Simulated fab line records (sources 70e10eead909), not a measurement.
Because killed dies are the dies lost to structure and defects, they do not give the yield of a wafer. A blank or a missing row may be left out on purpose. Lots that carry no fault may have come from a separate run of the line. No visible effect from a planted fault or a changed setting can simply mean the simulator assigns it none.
fab line records	flow nand-harc
record: lots: 11	wafers: 33	last-day: 23
route steps=1159 shown A_CHANNEL_FILL_D1@507 A_STAIRCASE@548 END@1159
lots that met no fault: taken from a fault-free run of the same line
start-h: hours from the record's first day to the start of the lot's first wafer shown	wait-h: hours since the lot's step before	" unchanged from the row above	L1.1+2: several wafers, shown together as one row	- value missing, or start not given	* or withheld: withheld	< > ~ a bound
route shown NAME@n: names a module that has steps shown in the file, with the first one's number in the route	usual: mean and standard deviation over wafers with no fault	same: alike in all rows	chamber/n: place in a boat	sites: each site's reading	_std_site: how widely they spread, as a standard deviation	_edge_site: mean of outer sites minus mean of inner sites	radius-mm: how far each site lies from the wafer's centre	mask NAME#n: copy n	behind: the last tool/chamber to shape the wafer	hold: cause of the lot's hold/its duration in hours/its outcome	device: whichever transistor did not switch (one of n, p or np)	end of line: tests run on the same wafers once the route is complete	step lacking rows: just its recipe	killed: the dies lost at the first sort to structure and to defects; this is not the yield of the wafer	map: the dies of a wafer, with x for killed, . for not killed, _ for no die there
set.NAME: the setting that was run; set.NAME@STEP: the one run at that earlier step	model.NAME: the simulator's own value behind a step, which no gauge read
route steps across a sampled set of lots; one table per step, one row per wafer
services: when a tool's chamber went out of use (start-h, in hours from the record's first day, below 0 if earlier), for how many hours, and the reason
== steps ==
step: NHARC_A_CHANNEL_FILL_D1_ALD_25
recipe: target-thk-a: 600	pulse-time-s: 10	ald-cycles: 600	temp-c: 300	material: SiOx
usual: heater-power-w: 488/38	precursor-pulse-height-rel: 1.001/0.018
lot.wafer	tool	chamber	start-h	wait-h	heater-power-w	precursor-pulse-height-rel
L657.2	ald-hk-01	3	228.28	0.1	520	1.002
L657.3	"	0	"	"	543	1.018
L657.4	"	1	"	"	510	0.981
L660.3	ald-hk-03	1	242.85	0.7	504	0.995
L660.5	"	0	244.71	2.5	458	0.965
L660.6	"	1	"	"	504	0.986
L662.4	ald-hk-04	1	252.98	0.7	449	1.028
L662.2	"	2	"	"	424	0.977
L662.3	"	3	"	"	454	1.029
L661.2	ald-hk-03	1	253.60	1.3	510	0.991
L661.1	"	2	"	"	531	1.014
L661.5	"	3	"	"	551	1.001
L666.1	ald-hk-01	1	272.26	0.1	490	1.016
L666.4	"	2	"	"	485	0.983
L666.2	"	0	274.11	1.9	512	0.996
L665.4	ald-hk-04	3	272.86	0.7	463	1.000
L665.3	"	0	"	"	464	1.016
L665.2	"	1	"	"	433	1.025
L669.4	ald-hk-01	0	294.42	1.3	512	0.999
L669.1	"	1	"	"	493	0.975
L669.6	"	2	"	"	467	1.017
L670.1	ald-hk-03	2	306.14	0.8	540	0.987
L670.2	"	3	"	"	576	1.023
L670.4	"	1	307.99	2.7	500	0.989
L672.1	ald-hk-04	3	312.11	0.1	461	1.004
L672.3	"	1	313.34	1.3	440	0.985
L672.4	"	2	"	"	438	0.979
L673.2	ald-hk-01	3	317.17	0.7	488	1.001
L673.4	"	1	318.40	1.9	500	1.019
L673.5	"	3	319.63	3.1	503	0.986
L676.1	ald-hk-04	2	334.46	0.7	431	1.009
L676.3	"	3	"	"	457	1.011
L676.5	"	1	336.31	2.5	456	0.993
step: NHARC_A_STAIRCASE_TRIM_12
recipe: time-s: 211.2	o2-flow-sccm: 500	ar-flow-sccm: 0	bias-w: 0	chemistry: O2
usual: bias-w: 0/0	drypump-motor-current-A: 5.7/0.37	oes-product-au: 1.002/0.012	rf-vpp-V: 57.7/0.84	run-length-s: 232.4/0.42	showerhead-plenum-p-Torr: 3.57/0.12	throttle-valve-pct: 17.036/0.0088
lot.wafer	tool	chamber	start-h	wait-h	bias-w	drypump-motor-current-A	oes-product-au	rf-hours-counter-h	rf-vpp-V	run-length-s	showerhead-plenum-p-Torr	throttle-valve-pct
L657.2	rie-diel-11	1	243.04	0.1	0	5.8	0.983	18	58.3	232.8	3.46	17.045
L657.4	"	2	"	"	0	5.6	1.007	18	57.0	232.4	3.42	17.037
L657.3	"	3	"	"	0	5.8	0.981	17	58.4	231.8	3.67	17.029
L660.3	rie-diel-01	0	257.26	0.1	0	5.4	1.001	37	58.3	232.6	3.59	17.032
L660.6	"	0	"	"	0	5.4	0.994	-	58.2	232.5	3.59	17.039
L660.5	"	1	"	"	0	5.9	0.994	-	56.4	232.5	3.34	17.033
L661.1	rie-diel-01	3	267.21	0.1	0	6.1	1.015	44	58.5	231.6	3.59	17.036
L661.2	"	2	"	"	0	5.8	1.001	43	58.2	232.8	3.71	17.033
L661.5	"	0	"	"	0	5.4	0.995	-	57.7	232.8	3.59	17.035
L662.4	rie-diel-01	2	267.45	0.1	0	5.8	1.010	43	56.7	232.9	3.71	17.031
L662.2	"	3	"	"	0	6.1	1.005	44	58.9	231.6	3.59	17.031
L662.3	"	1	"	"	0	5.9	0.992	39	57.6	232.1	3.34	17.035
L665.3	rie-diel-11	3	287.18	0.1	0	5.8	0.989	34	56.8	231.8	3.66	17.039
L665.4	"	0	"	"	0	5.5	1.004	34	59.7	232.9	3.70	17.039
L665.2	"	1	"	"	0	5.8	0.993	34	56.9	232.8	3.45	17.047
L666.4	rie-diel-01	0	287.36	0.1	0	5.4	1.000	49	57.5	232.4	3.59	17.047
L666.1	"	1	"	"	0	5.9	1.001	48	56.9	232.5	3.33	17.025
L666.2	"	2	"	"	0	5.8	1.013	53	58.5	232.7	3.70	17.021
L669.1	rie-diel-13	1	308.02	0.1	0	5.5	0.999	8	57.5	231.9	3.58	17.030
L669.4	"	2	"	"	0	5.2	1.008	8	58.1	232.5	3.57	17.046
L669.6	"	0	"	"	0	6.7	1.015	-	59.0	232.6	3.77	17.040
L670.4	rie-diel-13	2	321.01	0.1	0	5.2	1.011	14	58.5	233.0	3.56	17.044
L670.1	"	0	"	"	0	6.7	1.031	13	58.0	232.9	3.77	17.015
L670.2	"	1	"	"	0	5.5	1.006	13	57.8	232.2	3.58	17.036
L672.1	rie-diel-13	0	327.03	0.1	-	6.7	1.038	16	57.1	156.9	3.77	17.053
L672.4	"	1	"	"	0	5.5	1.014	16	57.5	231.9	3.58	17.019
L672.3	"	2	"	"	0	5.2	1.027	16	56.9	232.4	3.56	17.035
L673.2	rie-diel-13	3	331.65	0.1	0	5.5	1.005	18	59.6	232.2	3.44	17.032
L673.4	"	0	"	"	-	6.7	1.027	17	59.4	157.1	3.76	17.046
L673.5	"	1	"	"	0	5.5	1.005	-	57.3	232.4	3.58	17.051
L676.3	rie-diel-11	1	349.41	0.2	0	5.8	1.003	54	57.5	232.5	3.44	17.041
L676.1	"	3	"	"	0	5.8	0.992	55	58.0	231.7	3.65	17.039
L676.5	"	1	"	"	0	5.8	0.997	-	57.3	232.5	3.44	17.045
step: NHARC_A_STAIRCASE_TRIM_20
recipe: time-s: 211.2	o2-flow-sccm: 500	ar-flow-sccm: 0	bias-w: 0	chemistry: O2
usual: drypump-motor-current-A: 5.7/0.42	oes-product-au: 1.003/0.013	rf-vpp-V: 57.9/0.88	run-length-s: 232.4/0.37	showerhead-plenum-p-Torr: 3.57/0.13	throttle-valve-pct: 17.036/0.0097
same: bias-w: 0
lot.wafer	tool	chamber	start-h	wait-h	drypump-motor-current-A	oes-product-au	rf-hours-counter-h	rf-vpp-V	run-length-s	showerhead-plenum-p-Torr	throttle-valve-pct
L657.2	rie-diel-13	2	244.31	0.1	5.2	1.003	51	58.0	232.7	3.58	17.037
L657.3	"	3	"	"	5.4	1.002	45	57.2	232.6	3.45	17.040
L657.4	"	0	"	"	6.7	1.021	46	57.7	232.5	3.78	17.018
L660.3	rie-diel-11	3	258.33	0.1	5.8	0.983	23	57.7	231.9	3.66	17.041
L660.6	"	2	"	"	5.6	1.006	-	58.4	232.5	3.42	17.029
L660.5	"	0	"	"	5.5	1.003	-	59.4	232.9	3.71	17.036
L661.1	rie-diel-01	3	270.39	0.1	6.1	1.015	46	57.8	231.5	3.59	17.042
L661.2	"	0	"	"	5.4	1.007	42	59.0	232.7	3.59	17.040
L661.5	"	2	"	"	5.8	1.016	-	58.6	233.1	3.71	17.049
L662.2	rie-diel-13	0	270.65	0.1	6.7	1.018	56	57.8	232.6	3.78	17.042
L662.3	"	1	"	"	5.5	1.005	57	55.6	231.9	3.59	17.048
L662.4	"	3	"	"	5.5	0.999	56	58.9	232.2	3.45	17.054
L665.3	rie-diel-11	2	288.35	0.1	5.6	0.984	38	58.0	232.3	3.41	17.025
L665.4	"	3	"	"	5.8	0.985	35	56.7	232.0	3.66	17.047
L665.2	"	0	"	"	5.5	1.003	34	58.4	232.9	3.70	17.047
L666.1	rie-diel-13	3	288.61	0.1	5.5	1.006	2	57.5	232.0	3.45	17.043
L666.4	"	0	"	"	6.7	1.022	2	59.0	232.8	3.77	17.026
L666.2	"	2	"	"	5.2	1.022	1	59.3	232.8	3.57	17.040
L669.1	rie-diel-13	2	310.10	0.1	5.2	1.004	9	57.8	232.7	3.57	17.047
L669.4	"	0	"	"	6.7	1.023	8	58.1	232.9	3.77	17.028
L669.6	"	3	"	"	5.5	1.016	-	57.3	232.0	3.44	17.044
L670.2	rie-diel-13	0	322.26	0.1	6.7	1.012	13	58.6	232.5	3.77	17.045
L670.4	"	1	"	"	5.4	0.996	14	59.2	232.3	3.58	17.026
L670.1	"	2	"	"	5.2	1.015	15	58.0	232.9	3.56	17.021
L672.4	rie-diel-11	3	328.04	0.1	5.8	0.987	49	57.4	232.2	3.65	17.042
L672.3	"	0	"	"	5.5	1.005	48	58.0	232.8	3.70	17.036
L672.1	"	1	"	"	5.8	1.001	48	57.8	232.3	3.44	17.029
L673.4	rie-diel-01	0	332.80	0.1	5.4	0.986	4	57.4	232.4	3.58	17.057
L673.2	"	2	"	"	5.8	0.992	3	58.7	233.3	3.70	17.035
L673.5	"	1	"	"	5.9	1.006	-	56.4	232.1	3.33	17.037
L676.1	rie-diel-11	0	351.11	0.1	5.5	1.012	56	58.1	233.1	3.69	17.023
L676.3	"	2	"	"	5.6	1.007	58	57.5	232.4	3.40	17.034
L676.5	"	3	"	"	5.8	0.984	-	57.7	231.9	3.65	17.045
step: NHARC_A_STAIRCASE_TRIM_22
recipe: time-s: 211.2	o2-flow-sccm: 500	ar-flow-sccm: 0	bias-w: 0	chemistry: O2
usual: drypump-motor-current-A: 5.7/0.4	oes-product-au: 1.004/0.012	rf-vpp-V: 57.8/0.87	run-length-s: 232.5/0.38	showerhead-plenum-p-Torr: 3.56/0.12	throttle-valve-pct: 17.037/0.0088
same: bias-w: 0
lot.wafer	tool	chamber	start-h	wait-h	drypump-motor-current-A	oes-product-au	rf-hours-counter-h	rf-vpp-V	run-length-s	showerhead-plenum-p-Torr	throttle-valve-pct
L657.4	rie-diel-13	2	-	-	5.2	1.013	51	56.4	232.4	3.58	17.047
L657.2	"	0	"	"	6.7	1.022	47	57.7	232.5	3.78	17.041
L657.3	"	1	"	"	5.5	1.008	45	57.6	232.2	3.59	17.036
L660.3	rie-diel-11	2	-	-	5.6	1.002	24	59.5	232.5	3.42	17.042
L660.6	"	2	"	"	5.6	1.011	-	57.1	233.0	3.42	17.051
L660.5	"	0	"	"	5.4	0.993	-	58.5	232.8	3.71	17.025
L661.1	rie-diel-01	3	-	-	6.1	1.012	46	57.4	231.8	3.59	17.028
L661.2	"	0	"	"	5.4	1.000	42	58.2	232.4	3.59	17.017
L661.5	"	3	"	"	6.1	1.012	-	57.1	231.9	3.59	17.038
L662.2	rie-diel-13	2	-	-	5.2	1.011	65	56.0	233.1	3.57	17.032
L662.4	"	0	"	"	6.7	1.022	56	57.7	232.9	3.78	17.041
L662.3	"	1	"	"	5.5	1.003	58	57.2	232.0	3.59	17.026
L665.4	rie-diel-11	2	-	-	5.6	0.986	39	57.8	232.3	3.41	17.036
L665.2	"	3	"	"	5.8	0.990	36	57.6	232.0	3.66	17.047
L665.3	"	0	"	"	5.4	1.002	35	58.2	232.6	3.70	17.039
L666.4	rie-diel-13	1	-	-	5.5	1.008	1	58.9	232.4	3.59	17.047
L666.2	"	2	"	"	5.2	1.019	1	58.5	232.4	3.57	17.035
L666.1	"	3	"	"	5.5	0.995	2	58.6	232.2	3.44	17.048
L669.4	rie-diel-13	3	-	-	5.5	0.999	8	57.1	232.0	3.44	17.047
L669.1	"	1	"	"	5.5	1.010	10	58.0	232.0	3.58	17.023
L669.6	"	3	"	"	5.5	1.007	-	57.3	232.3	3.44	17.040
L670.4	rie-diel-13	0	-	-	6.7	1.026	14	57.8	232.9	3.77	17.033
L670.1	"	1	"	"	5.5	1.001	14	58.9	232.3	3.58	17.042
L670.2	"	2	"	"	5.2	1.011	15	56.9	232.8	3.56	17.021
L672.1	rie-diel-11	1	-	-	5.8	0.994	48	56.9	232.4	3.44	17.047
L672.3	"	2	"	"	5.6	0.992	50	57.2	232.5	3.40	17.035
L672.4	"	0	"	"	5.4	1.003	48	57.7	233.3	3.70	17.037
L673.2	rie-diel-01	3	-	-	6.1	0.985	4	57.0	231.6	3.58	17.052
L673.4	"	0	"	"	5.4	0.985	5	58.4	232.5	3.58	17.020
L673.5	"	2	"	"	5.8	0.996	-	58.0	232.9	3.70	17.040
L676.3	rie-diel-11	2	-	-	5.6	0.985	58	56.8	232.4	3.40	17.033
L676.1	"	3	"	"	5.8	0.992	57	57.8	232.3	3.65	17.055
L676.5	"	2	"	"	5.6	0.996	-	56.9	232.4	3.40	17.039
step: NHARC_END_SORT_01
recipe: temp-c: 25
usual: killed-at-array: 27/9.9	killed-at-other: 0.5/0.76	killed-at-periphery: 3.4/2.2	killed-dies: 31/10	killed-open: 3.3/2	killed-short: 2.0/1.5
same: gross-dies: 677
lot.wafer	tool	chamber	start-h	wait-h	killed-at-array	killed-at-other	killed-at-periphery	killed-dies	killed-open	killed-short
L672.1	prober-01	0	531.27	2.5	344	0	3	347	0	1
L672.3	prober-01	0	532.89	3.1	25	1	3	29	0	0
L672.4	prober-01	0	533.70	3.4	34	0	2	36	3	2
L673.2	prober-01	0	542.27	2.8	33	0	2	35	3	2
L673.4	prober-01	0	543.87	3.4	355	0	0	355	1	1
L673.5	prober-01	0	544.67	3.7	35	0	1	36	3	0
killed by level:class
L672.1 A_STAIRCASE:area-trim=316 A_CHANNEL_HOLE_D1:chamber-film-flake=22 A_CONTACT:chamber-film-flake=3 P_BONDPAD:chamber-film-flake=2 A_WL_FILL:geometric-particle:short=1 P_STI:chamber-film-flake=1 A_STAIRCASE:chamber-film-flake=1 A_SLIT:chamber-film-flake=1
L672.3 A_CHANNEL_HOLE_D1:chamber-film-flake=22 P_BONDPAD:chamber-film-flake=2 A_CONTACT:chamber-film-flake=2 P_M0:chamber-film-flake=1 A_WL_FILL:chamber-film-flake=1 THIN_TSV:chamber-film-flake=1
L672.4 A_CHANNEL_HOLE_D1:chamber-film-flake=20 A_CONTACT:chamber-film-flake=5 A_STAIRCASE:chamber-film-flake=4 A_CONTACT:geometric-particle:open=2 A_ONON_D1:geometric-particle:short=1 A_M1:geometric-particle:short=1 A_M1:geometric-particle:open=1 P_ZERO_WELL:chamber-film-flake=1
L673.2 A_CHANNEL_HOLE_D1:chamber-film-flake=24 A_STAIRCASE:chamber-film-flake=3 P_GATE:geometric-particle:open=1 A_CHANNEL_FILL_D1:geometric-particle:short=1 A_WL_FILL:geometric-particle:short=1 A_WL_FILL:geometric-particle:open=1 A_CONTACT:geometric-particle:open=1 P_GATE:chamber-film-flake=1
L673.4 A_STAIRCASE:area-trim=330 A_CHANNEL_HOLE_D1:chamber-film-flake=19 A_STAIRCASE:chamber-film-flake=2 A_CHANNEL_FILL_D1:geometric-particle:open=1 A_WL_FILL:geometric-particle:short=1 A_SGD_CUT:chamber-film-flake=1 A_SLIT:chamber-film-flake=1
L673.5 A_CHANNEL_HOLE_D1:chamber-film-flake=23 A_CONTACT:chamber-film-flake=4 A_STAIRCASE:chamber-film-flake=3 A_CHANNEL_HOLE_D1:geometric-particle:open=1 A_SGD_CUT:geometric-particle:open=1 A_CONTACT:geometric-particle:open=1 P_ZERO_WELL:chamber-film-flake=1 A_ZERO_WELL:chamber-film-flake=1
== services ==
tool	chamber	start-h	hours	kind
rie-diel-13	0	207.57	-	clean
rie-diel-13	1	207.57	-	clean
rie-diel-13	2	207.57	-	clean
rie-diel-13	3	207.57	-	clean
rie-diel-13	0	209.33	2.1	repair
rie-diel-13	0	232.08	-	clean
rie-diel-13	1	232.08	-	clean
rie-diel-13	2	232.08	-	clean
rie-diel-13	3	232.08	-	clean
rie-diel-13	0	256.58	-	clean
rie-diel-13	1	256.58	-	clean
rie-diel-13	2	256.58	-	clean
rie-diel-13	3	256.58	-	clean
rie-diel-13	-	276.27	9.0	pm
rie-diel-13	0	276.27	9.0	vent-cycle
rie-diel-13	1	276.27	9.0	vent-cycle
rie-diel-13	2	276.27	9.0	vent-cycle
rie-diel-13	3	276.27	9.0	vent-cycle
rie-diel-13	0	285.27	-	clean
rie-diel-13	1	285.27	-	clean
rie-diel-13	1	285.27	-	consumable-replace:focus-ring
rie-diel-01	2	296.42	3.8	repair
rie-diel-01	-	314.88	9.0	pm
ald-hk-03	-	322.45	10.0	pm
== key ==
first-sign: step: NHARC_A_STAIRCASE_TRIM_12	reading: run-length-s	direction: down	sigmas: 99+	usual: *	struck: *
effect: step: NHARC_END_SORT_01	reading: killed-at-array	direction: up	sigmas: 33	usual: 27	struck: 350
more-kills-born-at: NHARC_A_STAIRCASE_TRIM_12@rie-diel-13: 646
met-at NHARC_A_STAIRCASE_TRIM_12
struck-lots L672,L673
struck-wafers L672.1,L673.4
tester-left-out L672,L673
not-acting-at NHARC_A_CHANNEL_FILL_D1_ALD_25,NHARC_A_STAIRCASE_TRIM_20,NHARC_A_STAIRCASE_TRIM_22
onset-between 321.01 327.03
fault: kind: process-parameter-drift	tool: rie-diel-13	chamber: 0	onset-h: 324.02	steps: NHARC_A_STAIRCASE_TRIM_12	channel: time-s	offset: *	shape: step	end-h: 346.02	acts-in: *	stated: *
tester-left-out: of these lots the tester's yield and bins aren't shown, on N5 and GAA mostly nor the transistor test; their killed dies are dies lost to structure and defects alone, not to doping, threshold or leakage, so they don't give the yield
